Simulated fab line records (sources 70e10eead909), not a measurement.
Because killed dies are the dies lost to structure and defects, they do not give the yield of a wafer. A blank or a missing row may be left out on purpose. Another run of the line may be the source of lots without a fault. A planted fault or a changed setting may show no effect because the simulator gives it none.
fab line records	flow nandHarc
record lots=7	wafers=19	lastDay=33
route steps=1302 shown A_SGD_CUT@896
lots untouched by any fault: they come from a run of this same line in which no faults occurred
startH: hours from the record's first day to the start of the lot's first wafer shown	waitH: hours elapsed since this lot's preceding step	" repeats the value in the row above	L1.1+2: a single row standing in for several wafers	- value missing, or start not given	* or withheld: withheld	< > ~ a bound
route shown NAME@n: a module of which the file shows steps, and the number in the route of the first	usual: average and standard deviation across the fault-free wafers	same: alike in all rows	chamber/n: place in a boat	sites: the reading at each site	_std_site: the standard deviation of these	_edge_site: the outer-site mean with the inner-site mean subtracted	radiusMm: how far each site lies from the wafer's centre	mask NAME#n: copy n	behind: tool/chamber where the wafer was last shaped	hold: what put the lot on hold/how long, in hours/how the hold closed	device: the transistor (n, p or np) that didn't switch	end of line: the tests these same wafers got at the end of their route	a step given without rows: its recipe and nothing more	killed: the dies lost at the first sort to structure and to defects; this is not the yield of the wafer	map: per-die view of a wafer (x killed, . not killed, _ where there is no die)
set.NAME: the run value of the setting; set.NAME@STEP: its run value at that earlier step	model.NAME: the simulator's own value behind a step, which no gauge read
lots at selected steps of the route; one table per step, one row per wafer
services: a tool's chamber out of use, with start hour (startH, from the record's first day; less than 0 if before it), hours out, and reason
## steps
# step NHARC_A_SGD_CUT_SOFTBAKE_04
# recipe tempC=105	timeS=55
# step NHARC_A_SGD_CUT_EBR_05
# step NHARC_A_SGD_CUT_EXPOSE_06
# recipe na=1.35	doseMj=85.59	maskId=SGD
# step NHARC_A_SGD_CUT_PEB_07
# recipe pebTempC=100	pebTimeS=65
# step NHARC_A_SGD_CUT_DEVELOP_08
# recipe developTimeS=35	devTempC=23
# step NHARC_A_SGD_CUT_CD_MEAS_09
# recipe targetCdNm=100	landingEnergyEv=500
# usual cdNm=100.0/0.54
lot.wafer	tool	chamber	startH	waitH	cdNm
L154.1	cdSem-01	0	439.52	-	99.9
L154.2	"	0	"	"	100.1
L154.3	"	0	"	"	100.0
L160.3	cdSem-01	0	527.66	-	100.9
L160.4	"	0	"	"	100.2
L160.6	"	0	"	"	100.5
L161.2	cdSem-01	0	527.83	-	99.1
L161.3	"	0	"	"	99.9
L161.6	"	0	"	"	99.5
L163.3	cdSem-01	0	556.63	-	100.0
L163.5	"	0	"	"	100.1
L162.2	cdSem-01	0	558.01	-	99.2
L162.4	"	0	"	"	100.4
L162.5	"	0	"	"	99.1
L165.3	cdSem-02	0	573.15	-	99.4
L165.6	"	0	"	"	98.6
L175.3	cdSem-03	0	656.89	-	100.8
L175.5	"	0	"	"	100.9
L175.6	"	0	"	"	100.2
# step NHARC_A_SGD_CUT_OVL_MEAS_10
# usual overlayXNm=0.2/0.86	overlayYNm=-0.1/0.91
lot.wafer	tool	chamber	startH	waitH	overlayXNm	overlayYNm
L154.1	overlay-01	-	439.61	-	0.7	-0.3
L154.2	"	-	"	"	0.1	0.4
L154.3	"	-	"	"	-0.4	0.2
L160.3	overlay-01	-	527.75	-	-0.4	1.8
L160.4	"	-	"	"	0.0	1.1
L160.6	"	-	"	"	0.0	0.8
L161.2	overlay-01	-	527.92	-	2.4	-0.4
L161.3	"	-	"	"	2.6	-0.4
L161.6	"	-	"	"	2.5	-0.5
L163.3	overlay-02	-	556.72	-	1.4	-0.3
L163.5	"	-	"	"	1.4	-0.1
L162.2	overlay-01	-	558.09	-	1.2	-0.4
L162.4	"	-	"	"	1.2	-0.7
L162.5	"	-	"	"	1.2	-0.9
L165.3	overlay-01	-	573.23	-	-0.4	-2.0
L165.6	"	-	"	"	-0.2	-1.1
L175.3	overlay-02	-	656.98	-	0.9	1.2
L175.5	"	-	"	"	1.1	1.9
L175.6	"	-	"	"	0.5	1.3
# step NHARC_A_SGD_CUT_INSPECT_11
# usual rawDefectCount=48/30
lot.wafer	tool	chamber	startH	waitH	rawDefectCount
L154.1	defectInspect-02	-	439.65	0.0	92
L154.2	"	-	"	"	106
L154.3	"	-	"	"	107
L160.3	defectInspect-02	-	527.78	0.0	46
L160.4	"	-	"	"	51
L160.6	"	-	"	"	67
L161.2	defectInspect-02	-	527.95	0.0	83
L161.3	"	-	"	"	58
L161.6	"	-	"	"	83
L163.3	defectInspect-01	-	556.75	0.0	11
L163.5	"	-	"	"	16
L162.2	defectInspect-01	-	558.13	0.0	23
L162.4	"	-	"	"	28
L162.5	"	-	"	"	20
L165.3	defectInspect-02	-	573.27	0.0	49
L165.6	"	-	"	"	71
L175.3	defectInspect-01	-	657.01	0.0	49
L175.5	"	-	"	"	73
L175.6	"	-	"	"	66
# step NHARC_A_SGD_CUT_DESCUM_14
# recipe timeS=3	o2FlowSccm=200	arFlowSccm=0	biasPowerW=0	chemistry=O2
# usual drypumpMotorCurrentA=5.7/0.56	oesProductAu=1.001/0.011	rfVppV=57.8/0.87	showerheadPlenumPTorr=1.89/0.065	throttleValvePct=11.312/0.0098
# same biasPowerW=0
lot.wafer	tool	chamber	startH	waitH	drypumpMotorCurrentA	oesProductAu	rfHoursCounterH	rfVppV	showerheadPlenumPTorr	throttleValvePct
L154.2	rieDiel-13	2	439.71	0.1	5.3	1.001	5	57.4	1.86	11.297
L154.1	"	0	"	"	6.7	0.984	5	58.8	1.84	11.300
L154.3	"	0	"	"	6.7	1.001	-	58.4	1.84	11.326
L160.3	rieDiel-05	1	527.85	0.1	6.4	1.020	5	56.5	1.80	11.304
L160.4	"	0	"	"	5.0	1.000	-	56.9	1.93	11.322
L160.6	"	2	"	"	5.2	1.013	-	56.3	1.85	11.308
L161.2	rieDiel-05	1	528.01	0.1	6.4	1.009	5	58.3	1.80	11.313
L161.3	"	0	"	"	5.0	1.008	7	58.4	1.93	11.317
L161.6	"	2	"	"	5.3	1.012	-	57.5	1.85	11.313
L163.3	rieDiel-05	1	556.83	0.1	6.5	1.016	7	57.7	1.80	11.331
L163.5	"	0	"	"	5.0	0.996	-	57.1	1.93	11.315
L162.4	rieDiel-13	2	558.20	0.1	5.3	0.992	2	59.1	1.86	11.307
L162.2	"	3	"	"	6.3	1.017	1	58.0	1.95	11.326
L162.5	"	1	"	"	5.1	0.994	-	57.1	2.03	11.311
L165.3	rieDiel-05	3	573.33	0.1	5.7	0.992	9	58.8	1.91	11.310
L165.6	"	2	"	"	5.2	1.014	-	57.9	1.85	11.309
L175.3	rieDiel-13	2	657.07	0.1	5.3	1.009	7	58.4	1.85	11.312
L175.5	"	2	"	"	5.3	1.002	-	57.8	1.85	11.303
L175.6	"	3	"	"	6.3	0.998	-	57.9	1.95	11.318
# step NHARC_A_SGD_CUT_ETCH_58
# recipe targetDepthA=390	overEtchFrac=0.3	timeS=65	ionEnergyEv=80	cf4FlowSccm=150	arFlowSccm=0	rfW=300	biasW=100	chemistry=CF4
# usual drypumpMotorCurrentA=5.7/0.58	oesProductAu=1.003/0.011	rfVppV=151.0/1.1	showerheadPlenumPTorr=1.75/0.058	throttleValvePct=13.284/0.0093
# same overEtchFrac=0.3
lot.wafer	tool	chamber	startH	waitH	drypumpMotorCurrentA	oesProductAu	rfHoursCounterH	rfVppV	showerheadPlenumPTorr	throttleValvePct
L154.1	rieDiel-13	2	439.85	0.1	5.3	1.011	5	150.6	1.72	13.282
L154.2	"	0	"	"	6.7	1.017	5	151.1	1.70	13.281
L154.3	"	0	"	"	6.7	1.007	-	148.5	1.70	13.281
L160.3	rieDiel-05	2	527.96	0.1	5.2	1.014	7	150.3	1.71	13.294
L160.6	"	0	"	"	5.0	0.994	-	151.1	1.78	13.287
L160.4	"	2	"	"	5.2	1.012	-	149.1	1.71	13.264
L161.2	rieDiel-05	0	528.32	0.3	5.0	1.005	7	152.2	1.78	13.279
L161.3	"	1	"	"	6.5	1.032	6	150.0	1.67	13.277
L161.6	"	0	"	"	5.0	1.003	-	151.1	1.78	13.289
L163.3	rieDiel-05	3	556.92	0.1	5.7	0.995	8	152.3	1.76	13.274
L163.5	"	0	"	"	5.0	1.001	-	152.6	1.78	13.291
L162.2	rieDiel-13	1	558.28	0.1	5.1	0.984	2	151.2	1.87	13.302
L162.4	"	0	"	"	6.7	0.986	1	151.0	1.70	13.269
L162.5	"	2	"	"	5.3	1.000	-	151.8	1.72	13.279
L165.3	rieDiel-05	1	573.42	0.1	6.5	1.008	8	149.3	1.67	13.278
L165.6	"	3	"	"	5.7	0.994	-	151.6	1.76	13.271
L175.3	rieDiel-13	1	657.17	0.1	5.1	1.017	7	152.0	1.87	13.285
L175.5	"	3	"	"	6.2	1.002	-	152.9	1.80	13.273
L175.6	"	0	"	"	6.7	1.003	-	150.5	1.70	13.297
# step NHARC_A_SGD_CUT_ETCH_59
# recipe targetDepthA=2600	overEtchFrac=0.25	timeS=406.25	ionEnergyEv=200	n2FlowSccm=150	h2FlowSccm=150	arFlowSccm=0	rfW=400	biasW=150	chemistry=N2/H2
# usual drypumpMotorCurrentA=5.8/0.58	oesProductAu=1.001/0.012	rfVppV=429.9/2.2	showerheadPlenumPTorr=2.02/0.071	throttleValvePct=14.171/0.009
# same overEtchFrac=0.25
lot.wafer	tool	chamber	startH	waitH	drypumpMotorCurrentA	oesProductAu	rfHoursCounterH	rfVppV	showerheadPlenumPTorr	throttleValvePct
L154.2	rieDiel-13	2	439.98	0.1	5.3	1.007	5	427.3	1.98	14.171
L154.1	"	0	"	"	6.7	0.998	5	428.6	1.96	14.161
L154.3	"	2	"	"	5.3	1.009	-	429.2	1.98	14.184
L160.3	rieDiel-05	0	-	-	5.0	1.003	7	430.3	2.06	14.177
L160.4	"	1	"	"	6.5	1.014	-	425.9	1.91	14.179
L160.6	"	0	"	"	5.0	1.009	-	430.2	2.06	14.156
L161.3	rieDiel-05	1	-	-	6.5	1.017	6	427.0	1.91	14.184
L161.2	"	2	"	"	5.2	1.017	7	428.2	1.97	14.166
L161.6	"	2	"	"	5.3	1.010	-	427.4	1.97	14.156
L163.3	rieDiel-05	0	-	-	5.0	0.995	9	430.9	2.06	14.167
L163.5	"	3	"	"	5.7	1.004	-	430.7	2.03	14.156
L162.4	rieDiel-13	3	-	-	6.2	1.000	1	432.1	2.08	14.181
L162.2	"	1	"	"	5.1	1.001	2	434.9	2.17	14.181
L162.5	"	2	"	"	5.3	1.010	-	427.9	1.98	14.170
L165.3	rieDiel-05	0	-	-	5.0	1.005	10	430.1	2.06	14.185
L165.6	"	2	"	"	5.3	1.016	-	427.3	1.97	14.165
L175.3	rieDiel-13	1	-	-	5.1	1.002	7	435.3	2.16	14.163
L175.6	"	3	"	"	6.3	0.996	-	430.7	2.08	14.179
L175.5	"	0	"	"	6.7	0.993	-	428.7	1.95	14.158
# step NHARC_A_SGD_CUT_ETCH_15
# recipe targetDepthA=750	timeS=64.3	ch3fFlowSccm=50	o2FlowSccm=30	arFlowSccm=200	rfW=500	biasW=100	chemistry=CH3F/O2
# usual ch3fFlowSccm=49.99/0.14	drypumpMotorCurrentA=5.8/0.58	oesProductAu=0.962/0.018	rfVppV=263.4/1.4	showerheadPlenumPTorr=2.43/0.084	throttleValvePct=20.661/0.0093
lot.wafer	tool	chamber	startH	waitH	ch3fFlowSccm	drypumpMotorCurrentA	oesProductAu	rfHoursCounterH	rfVppV	showerheadPlenumPTorr	throttleValvePct
L154.2	rieDiel-13	0	440.46	0.4	49.87	6.7	0.959	6	261.3	2.36	20.652
L154.1	"	2	"	"	49.91	5.3	0.957	5	262.9	2.39	20.647
L154.3	"	0	"	"	49.83	6.7	0.958	-	262.7	2.36	20.666
L160.3	rieDiel-05	2	-	-	50.21	5.2	0.973	7	261.5	2.38	20.650
L160.6	"	1	"	"	50.04	6.5	0.973	-	261.8	2.31	20.645
L160.4	"	2	"	"	50.05	5.3	0.981	-	262.8	2.38	20.661
L161.3	rieDiel-05	0	-	-	49.69	5.0	0.941	7	264.2	2.48	20.657
L161.2	"	1	"	"	49.97	6.5	0.945	6	262.3	2.31	20.657
L161.6	"	1	"	"	49.96	6.5	0.945	-	260.7	2.31	20.658
L163.3	rieDiel-05	2	-	-	50.12	5.3	0.985	9	262.2	2.38	20.657
L163.5	"	2	"	"	50.05	5.3	0.981	-	262.5	2.38	20.654
L162.4	rieDiel-13	2	-	-	49.99	5.3	0.959	2	261.3	2.39	20.664
L162.2	"	0	"	"	50.00	6.7	0.972	1	261.6	2.36	20.660
L162.5	"	1	"	"	49.77	5.1	0.962	-	265.9	2.60	20.656
L165.3	rieDiel-05	3	-	-	50.18	5.7	0.960	10	263.7	2.45	20.644
L165.6	"	1	"	"	49.88	6.5	0.979	-	260.8	2.31	20.654
L175.3	rieDiel-13	1	-	-	50.07	5.1	0.986	7	265.8	2.60	20.658
L175.6	"	3	"	"	50.05	6.3	0.955	-	265.1	2.50	20.661
L175.5	"	0	"	"	50.29	6.7	0.967	-	262.1	2.36	20.652
# step NHARC_A_SGD_CUT_ETCH_16
# recipe targetDepthA=3105	timeS=155.2	c4f8FlowSccm=withheld	o2FlowSccm=8	arFlowSccm=withheld	rfW=600	biasW=800	chemistry=C4F8/O2/Ar
# usual oesProductAu=0.975/0.015	rfVppV=722/3.5
lot.wafer	tool	chamber	startH	waitH	oesProductAu	rfHoursCounterH	rfVppV
L154.1	rieDiel-13	2	440.59	0.1	0.986	5	722
L154.2	"	0	"	"	0.975	6	719
L154.3	"	0	"	"	0.983	-	718
L160.3	rieDiel-05	2	528.80	-	0.989	7	721
L160.4	"	0	"	"	0.979	-	724
L160.6	"	2	"	"	0.993	-	720
L161.2	rieDiel-05	2	528.97	-	0.977	8	720
L161.3	"	1	"	"	1.065	6	717
L161.6	"	0	"	"	0.965	-	723
L163.3	rieDiel-05	0	557.41	-	1.044	9	724
L163.5	"	2	"	"	0.992	-	720
L162.4	rieDiel-13	2	558.76	-	0.969	2	721
L162.2	"	1	"	"	0.971	2	731
L162.5	"	2	"	"	0.965	-	721
L165.3	rieDiel-05	1	573.93	-	1.074	8	719
L165.6	"	3	"	"	0.955	-	723
L175.3	rieDiel-13	2	657.64	-	0.965	7	720
L175.5	"	2	"	"	0.968	-	721
L175.6	"	3	"	"	0.973	-	725
# step NHARC_A_SGD_CUT_STRIP_60
# recipe c4f8FlowSccm=withheld	o2FlowSccm=8	arFlowSccm=withheld	biasW=0	chemistry=C4F8/O2/Ar
## services
tool	chamber	startH	hours	kind
rieDiel-13	3	436.57	4.4	repair
rieDiel-13	1	437.49	6.1	repair
rieDiel-05	0	440.10	-	clean
rieDiel-05	1	440.10	-	clean
rieDiel-05	2	440.10	-	clean
rieDiel-05	3	440.10	-	clean
rieDiel-05	0	464.60	-	clean
rieDiel-05	1	464.60	-	clean
rieDiel-05	2	464.60	-	clean
rieDiel-05	3	464.60	-	clean
rieDiel-13	0	470.49	8.1	repair
rieDiel-13	-	471.41	0.2	repair
rieDiel-13	3	476.78	6.5	repair
rieDiel-05	0	489.10	-	clean
rieDiel-05	1	489.10	-	clean
rieDiel-05	1	506.23	16.4	repair
rieDiel-13	-	519.08	9.0	pm
rieDiel-05	3	526.69	4.7	repair
rieDiel-05	1	547.75	3.1	repair
rieDiel-13	-	574.86	1.1	repair
rieDiel-05	-	583.60	9.0	pm
rieDiel-13	2	609.36	2.9	repair
rieDiel-05	-	631.67	1.0	repair
rieDiel-13	2	636.52	5.3	repair
## key
firstSign step=NHARC_A_SGD_CUT_ETCH_16	reading=oesProductAu	direction=up	sigmas=5.8	usual=0.975	struck=1.061
effect none on later readings
metAt NHARC_A_SGD_CUT_ETCH_16
struckWafers L161.3,L163.3,L165.3
laterRowsLeftOut L161.3,L163.3,L165.3
sortLeftOut L161.3,L163.3,L165.3
testerLeftOut L161,L163,L165
onsetBetween 528.80 528.97
fault kind=processParameterDrift	tool=rieDiel-05	chamber=-	onsetH=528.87	steps=NHARC_A_SGD_CUT_ETCH_16	channel=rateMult	offset=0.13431	shape=step	endH=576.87	scope=struckWafersOnly
# testerLeftOut: of these lots the tester's yield and bins aren't shown, on N5 and GAA mostly nor the transistor test; their killed dies are dies lost to structure and defects alone, not to doping, threshold or leakage, so they don't give the yield
# sortLeftOut: the simulated sort isn't trusted on such a fault, so these wafers' sort isn't shown, and their yield isn't known
# laterRowsLeftOut: the simulator's readings of these wafers behind a module that went badly wrong aren't trusted and aren't shown, but for the sort
